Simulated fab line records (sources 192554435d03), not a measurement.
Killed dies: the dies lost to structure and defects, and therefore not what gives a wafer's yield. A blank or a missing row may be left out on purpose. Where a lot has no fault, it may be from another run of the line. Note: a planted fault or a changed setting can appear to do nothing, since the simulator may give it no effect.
fab line records | flow n5_finfet
[record] lots = 7 wafers = 21
route steps=1938 shown BEOL_M10@1470 BEOL_M11@1541
start_h: hours from the record's opening day to when the first of the lot's shown wafers began | wait_h: hours elapsed since this lot's preceding step | " as in the row above | L1.1+2: several wafers, shown together as one row | - value missing, or start not given | * or withheld: withheld | < > ~ a bound
route shown NAME@n: a module of which the file shows steps, and the number in the route of the first | usual: mean/standard deviation taken from wafers without a fault | same: alike in all rows | chamber/n: place in a boat | sites: the reading at each site | _std_site: standard deviation across them | _edge_site: outer sites' mean less inner sites' | radius_mm: for every site, how far away it sits from the centre of the wafer | mask NAME#n: copy n | behind: the most recent tool/chamber to have shaped the wafer | hold: cause of the lot's hold/its duration in hours/its outcome | device: the n, p or np transistor that did not switch | end of line: tests run on the same wafers once the route is complete | for a step that has no rows: nothing shown but its recipe | killed: not the wafer's yield, but the dies lost to structure and defects at the first sort | map: shows each die of a wafer: x if killed, . if not, _ if none is there
set.NAME: the setting the step ran with; set.NAME@STEP: the setting that earlier step ran with | model.NAME: the simulator's own value behind a step, which no gauge read
one table per step and one row per wafer, for lots whose settings were changed on purpose
[[steps]]
[step N5_BEOL_M10_ILD_DEP_00]
[recipe] material = SiCOH_lowk target_thk_a = 3085.1 temp_c = 300 precursor = DEMS/porogen pressure_torr = 5 rf_w = 500 time_s = 58
// columns lot.wafer tool chamber start_h wait_h set.time_s model.SiCOH_lowk_of_BEOL_M10_ILD_DEP_00.thk_nm
L079.1 pecvd-02 0 258.17 0.0 58 303.6
L079.2 " 1 " " 65.31 338.4
L079.3 " 2 " " 58 302.8
L080.3 pecvd-02 2 267.89 0.0 58 304
L080.4 " 1 " " 58 303.6
L080.6 " 0 " " 58 311.2
L082.2 pecvd-04 0 282.67 0.0 58 306.2
L082.3 " 1 " " 54.74 287.8
L082.4 " 1 " " 58 312
L081.1 pecvd-04 0 282.94 0.0 58 308
L081.4 " 2 " " 53.95 288
L081.6 " 1 " " 53.95 291.6
L088.3 pecvd-03 0 317.04 0.0 49.74 268
L088.4 " 1 " " 49.74 273
L088.6 " 2 " " 58 315
L097.4 pecvd-04 1 365.87 0.1 54.36 291.8
L097.5 " 0 " " 58 311
L097.6 " 2 " " 58 312.8
L096.1 pecvd-04 0 383.44 0.0 58 304.2
L096.5 " 0 " " 58 309.2
L096.6 " 0 " " 58 308.8
[step N5_BEOL_M10_CURE_71]
[recipe] temp_c = 385 time_s = 240 ambient = He/Ar material = SiCOH_lowk
// columns lot.wafer tool chamber start_h wait_h set.time_s@BEOL_M10_ILD_DEP_00 model.SiCOH_lowk_of_BEOL_M10_ILD_DEP_00.thk_nm
L079.1 uv_cure-02 0 258.25 0.0 58 263.6
L079.2 " 0 " " 65.31 294.6
L079.3 " 0 " " 58 262.8
L080.3 uv_cure-03 0 268.13 0.2 58 264
L080.4 " 0 " " 58 263.8
L080.6 " 0 " " 58 270.4
L082.2 uv_cure-02 2 282.83 0.1 58 266
L082.3 " 2 " " 54.74 249.6
L082.4 " 2 " " 58 271
L081.1 uv_cure-01 0 283.02 0.0 58 267.6
L081.4 " 0 " " 53.95 249.8
L081.6 " 0 " " 53.95 253.2
L088.3 uv_cure-01 2 317.28 0.2 49.74 232.4
L088.4 " 2 " " 49.74 236.6
L088.6 " 2 " " 58 273.8
L097.4 uv_cure-01 2 366.69 0.8 54.36 253.2
L097.5 " 2 " " 58 270.2
L097.6 " 2 " " 58 271.8
L096.1 uv_cure-01 0 383.63 0.2 58 264.2
L096.5 " 0 " " 58 268.6
L096.6 " 0 " " 58 268.2
[step N5_BEOL_M10_THK_MEAS_01]
[recipe] reads = SiCOH_lowk_of_BEOL_M10_ILD_DEP_00
[usual] M10_ILD_THK = 268/3.5
// columns lot.wafer tool chamber start_h wait_h set.time_s@BEOL_M10_ILD_DEP_00 M10_ILD_THK[nm]
L079.1 film_metro-02 - 258.76 0.4 58 264
L079.2 " - " " 65.31 294
L079.3 " - " " 58 263
L080.3 film_metro-01 - 268.49 0.3 58 264
L080.4 " - " " 58 264
L080.6 " - " " 58 271
L082.2 film_metro-02 - 283.26 0.4 58 266
L082.3 " - " " 54.74 250
L082.4 " - " " 58 271
L081.1 film_metro-01 - 283.53 0.4 58 267
L081.4 " - " " 53.95 250
L081.6 " - " " 53.95 253
L088.3 film_metro-02 - 317.64 0.3 49.74 232
L088.4 " - " " 49.74 237
L088.6 " - " " 58 274
L097.4 film_metro-01 - 367.20 0.4 54.36 253
L097.5 " - " " 58 270
L097.6 " - " " 58 272
L096.1 film_metro-02 - 384.14 0.4 58 264
L096.5 " - " " 58 269
L096.6 " - " " 58 268
[step N5_BEOL_M10_EXPOSE_08]
[recipe] mask_id = M10 na = 1.35 source_shape = dipole sigma_inner = 0.411 sigma_outer = 0.611 polarization = te dose_mj = 53.75
// columns lot.wafer tool chamber start_h wait_h mask set.dose_mj
L079.1+2 arfi_scanner-01 0 261.25 - M10#0 54.84
L079.3 " 0 " " M10#0 53.75
L080.3+6 arfi_scanner-01 0 268.98 - M10#0 51.28
L080.4 " 0 " " M10#0 53.75
L082.2+3+4 arfi_scanner-03 0 284.77 - M10#0 52.61
L081.1+4+6 arfi_scanner-02 0 284.92 - M10#0 53.75
L088.3+4+6 arfi_scanner-03 0 318.94 - M10#0 53.75
L097.4+5 arfi_scanner-02 0 370.67 - M10#0 57.34
L097.6 " 0 " " M10#0 53.75
L096.1+5+6 arfi_scanner-03 0 385.32 - M10#0 53.75
[step N5_BEOL_M10_PEB_09]
[recipe] peb_temp_c = withheld peb_time_s = 60 resist = CAR-ArF
[step N5_BEOL_M10_DEVELOP_10]
[recipe] develop_time_s = 30 developer = TMAH resist = CAR-ArF rinse_liquid = diw dry = air_spin dev_temp_c = 23
[step N5_BEOL_M10_CD_MEAS_11]
[recipe] target_cd_nm = 64.1 landing_energy_ev = 500 detector = se_inlens polarity = opening
[usual] cd_nm = 64.1/0.49
// columns lot.wafer tool chamber start_h wait_h set.dose_mj@BEOL_M10_EXPOSE_08 cd_nm
L079.1 cd_sem-01 0 261.38 - 54.84 65.9
L079.2 " 0 " " 54.84 65.1
L079.3 " 0 " " 53.75 64.5
L080.3 cd_sem-03 0 269.10 - 51.28 60.8
L080.4 " 0 " " 53.75 64.0
L080.6 " 0 " " 51.28 61.8
L082.2 cd_sem-01 0 284.89 - 52.61 62.7
L082.3 " 0 " " 52.61 63.1
L082.4 " 0 " " 52.61 63.1
L081.1 cd_sem-02 0 285.05 - 53.75 64.3
L081.4 " 0 " " 53.75 64.5
L081.6 " 0 " " 53.75 64.4
L088.3 cd_sem-01 0 319.06 - 53.75 64.7
L088.4 " 0 " " 53.75 64.6
L088.6 " 0 " " 53.75 64.0
L097.4 cd_sem-02 0 370.78 - 57.34 67.8
L097.5 " 0 " " 57.34 67.7
L097.6 " 0 " " 53.75 64.1
L096.1 cd_sem-03 0 385.44 - 53.75 63.3
L096.5 " 0 " " 53.75 63.6
L096.6 " 0 " " 53.75 63.2
[step N5_BEOL_M10_DESCUM_16]
[recipe] chemistry = O2 time_s = 7.9 source_power_w = 50 bias_power_w = 20 pressure_mtorr = 20 rf_frequency_hz = 2.712e+07 temp_c = 40 resist = CAR-ArF o2_flow_sccm = 225
[step N5_BEOL_M10_ETCH_61]
[recipe] chemistry = CF4 target = SiARC target_depth_a = 390 mask_material = CAR-ArF time_s = 65 ion_energy_ev = 80 pressure_mtorr = 40 source_w = 545 bias_w = 36 Ar_flow_sccm = 100 cf4_flow_sccm = 100 ends = cleared
// columns lot.wafer tool chamber start_h wait_h set.dose_mj@BEOL_M10_EXPOSE_08 model.BEOL_M10.cd_offset_nm
L079.1 rie_diel-01 2 261.50 0.0 54.84 1.6
L079.2 " 1 " " 54.84 1
L079.3 " 3 " " 53.75 0.6
L080.3 rie_diel-01 2 269.23 0.0 51.28 -3
L080.4 " 1 " " 53.75 -0.4
L080.6 " 0 " " 51.28 -2.6
L082.2+4 rie_diel-02 1,3 285.01 0.0 52.61 -1
L082.3 " 2 " " 52.61 -0.8
L081.1+4 rie_diel-02 1,0 285.26 0.0 53.75 0.2
L081.6 " 3 " " 53.75 0.6
L088.3 rie_diel-04 2 319.27 0.0 53.75 0.4
L088.4 " 0 " " 53.75 0.2
L088.6 " 3 " " 53.75 -0.4
L097.4 rie_diel-02 0 370.90 0.0 57.34 3.4
L097.5 " 1 " " 57.34 3.2
L097.6 " 0 " " 53.75 -0.4
L096.1 rie_diel-02 2 385.88 0.0 53.75 -1.2
L096.5 " 2 " " 53.75 -0.4
L096.6 " 1 " " 53.75 -0.8
[step N5_BEOL_M10_ETCH_62]
[recipe] chemistry = N2/H2 target = SOC target_depth_a = 1100 overetch_a = 220 mask_material = SiARC temp_c = 40 time_s = 165 ion_energy_ev = 200 pressure_mtorr = 30 source_w = 840 bias_w = 150 n2_flow_sccm = 200 h2_flow_sccm = 200
[step N5_BEOL_M10_STRIP_68]
[recipe] chemistry = N2/H2 temp_c = 40 n2_flow_sccm = 200 h2_flow_sccm = 200 rf_frequency_hz = 6e+07
[step N5_BEOL_M10_HM_OPEN_17]
[recipe] chemistry = Cl2/BCl3 target_depth_a = 200 overetch_a = 60 target = TiN mask_material = SOC ion_energy_ev = 150 pressure_mtorr = 10 icp_w = 1000 bias_w = 126 Cl2_flow_sccm = 53.25 bcl3_flow_sccm = 21.75 Ar_flow_sccm = 25
[step N5_BEOL_M10_STRIP_19]
[recipe] chemistry = O2 power_w = 400 temp_c = 40 pressure_mtorr = 30 rf_frequency_hz = 6e+07 bias_power_w = 0 overash_fraction = 0.2 o2_flow_sccm = 225
[step N5_BEOL_M10_CD_MEAS_18]
[recipe] pitch_nm = 140 target_cd_nm = 70
[usual] cd_nm = 70.0/0.47
// columns lot.wafer tool chamber start_h wait_h set.dose_mj@BEOL_M10_EXPOSE_08 cd_nm
L079.1 cd_sem-02 - 261.92 0.1 54.84 71.6
L079.2 " - " " 54.84 71.1
L079.3 " - " " 53.75 70.5
L080.3 cd_sem-02 - 269.65 0.1 51.28 67.4
L080.4 " - " " 53.75 69.6
L080.6 " - " " 51.28 67.6
L082.2 cd_sem-02 - 285.54 0.1 52.61 68.8
L082.3 " - " " 52.61 69.3
L082.4 " - " " 52.61 69.1
L081.1 cd_sem-02 - 285.85 0.0 53.75 70.8
L081.4 " - " " 53.75 70.6
L081.6 " - " " 53.75 70.6
L088.3 cd_sem-01 - 319.73 0.1 53.75 70.5
L088.4 " - " " 53.75 70.4
L088.6 " - " " 53.75 69.7
L097.4 cd_sem-01 - 371.32 0.1 57.34 73.2
L097.5 " - " " 57.34 73.1
L097.6 " - " " 53.75 69.7
L096.1 cd_sem-03 - 386.30 0.0 53.75 69.0
L096.5 " - " " 53.75 70.1
L096.6 " - " " 53.75 69.1
[step N5_BEOL_M10_COAT_63]
[recipe] resist = SOC temp_c = 250 time_s = 60 spin_rpm = 1500 resist_thk_nm = 100
[step N5_BEOL_M10_COAT_64]
[recipe] resist = SiARC temp_c = 220 time_s = 60 spin_rpm = 1500 resist_thk_nm = 30
[step N5_BEOL_M10_PRECLEAN_42]
[recipe] chemistry = residue_remover time_s = 60 temp_c = 40
[step N5_BEOL_M10_SRD_43]
[recipe] time_s = 30 temp_c = 23 rinse_liquid = diw dry = ipa_marangoni
[step N5_BEOL_M10_CD_MEAS_35]
[recipe] target_cd_nm = 70 polarity = opening
[usual] cd_nm = 70.0/0.48
// columns lot.wafer tool chamber start_h wait_h set.dose_mj@BEOL_M10_EXPOSE_08 cd_nm
L079.1 cd_sem-03 - 264.85 0.0 54.84 71.4
L079.2 " - " " 54.84 70.7
L079.3 " - " " 53.75 70.8
L080.3 cd_sem-03 - 271.54 0.0 51.28 67.1
L080.4 " - " " 53.75 69.8
L080.6 " - " " 51.28 67.2
L081.1 cd_sem-02 - 288.23 0.0 53.75 70.3
L081.4 " - " " 53.75 70.5
L081.6 " - " " 53.75 70.9
L082.2 cd_sem-02 - 288.34 0.0 52.61 68.6
L082.3 " - " " 52.61 68.7
L082.4 " - " " 52.61 69.0
L088.3 cd_sem-01 - 321.57 0.0 53.75 70.3
L088.4 " - " " 53.75 70.4
L088.6 " - " " 53.75 69.8
L097.4 cd_sem-01 - 376.77 0.0 57.34 73.7
L097.5 " - " " 57.34 73.0
L097.6 " - " " 53.75 69.4
L096.1 cd_sem-01 - 388.53 0.0 53.75 69.0
L096.5 " - " " 53.75 69.4
L096.6 " - " " 53.75 69.0
[step N5_BEOL_M11_COAT_59]
[recipe] resist = SOC temp_c = 250 time_s = 60 spin_rpm = 1500 resist_thk_nm = 100
// columns lot.wafer tool chamber start_h wait_h set.spin_rpm model.SOC_of_BEOL_M11_COAT_59.thk_nm
L079.1 litho_track-02 0 271.00 0.1 1500 100
L079.2 " 0 " " 1417 102.4
L079.3 " 0 " " 1500 99.6
L080.3 litho_track-03 0 276.38 0.1 1500 100.6
L080.4 " 0 " " 1500 100.2
L080.6 " 0 " " 1500 100.4
L081.1+6 litho_track-01 0 292.08 0.1 1500 100
L081.4 " 0 " " 1500 100.2
L082.2 litho_track-02 0 292.28 0.1 1500 99.8
L082.3 " 0 " " 1588 96.8
L082.4 " 0 " " 1500 99.6
L088.3+4 litho_track-02 0 325.82 0.1 1644 95
L088.6 " 0 " " 1500 99.6
L097.4+5 litho_track-02 0 382.11 0.1 1500 99.8
L097.6 " 0 " " 1626 96
L096.1 litho_track-02 0 392.68 0.1 1500 100.2
L096.5 " 0 " " 1500 100
L096.6 " 0 " " 1500 99.8
[[key]]
[split] step = N5_BEOL_M10_ILD_DEP_00 setting = time_s stated = 58 by = wafer
[response] step = N5_BEOL_M10_ILD_DEP_00 reading = model.SiCOH_lowk_of_BEOL_M10_ILD_DEP_00.thk_nm change = +3.01 per = 1% r = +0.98
[response] step = N5_BEOL_M10_CURE_71 reading = model.SiCOH_lowk_of_BEOL_M10_ILD_DEP_00.thk_nm change = +2.67 per = 1% r = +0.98
[response] step = N5_BEOL_M10_THK_MEAS_01 reading = M10_ILD_THK change = +2.66 per = 1% r = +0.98
[split] step = N5_BEOL_M10_EXPOSE_08 setting = dose_mj stated = 53.75 by = wafer
[response] step = N5_BEOL_M10_CD_MEAS_11 reading = cd_nm change = +0.554 per = 1% r = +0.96
[response] step = N5_BEOL_M10_ETCH_61 reading = model.BEOL_M10.cd_offset_nm change = +0.532 per = 1% r = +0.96
[response] step = N5_BEOL_M10_CD_MEAS_18 reading = cd_nm change = +0.499 per = 1% r = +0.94
[response] step = N5_BEOL_M10_CD_MEAS_35 reading = cd_nm change = +0.563 per = 1% r = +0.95
[split] step = N5_BEOL_M11_COAT_59 setting = spin_rpm stated = 1500 by = wafer
[response] step = N5_BEOL_M11_COAT_59 reading = model.SOC_of_BEOL_M11_COAT_59.thk_nm change = -0.472 per = 1% r = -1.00
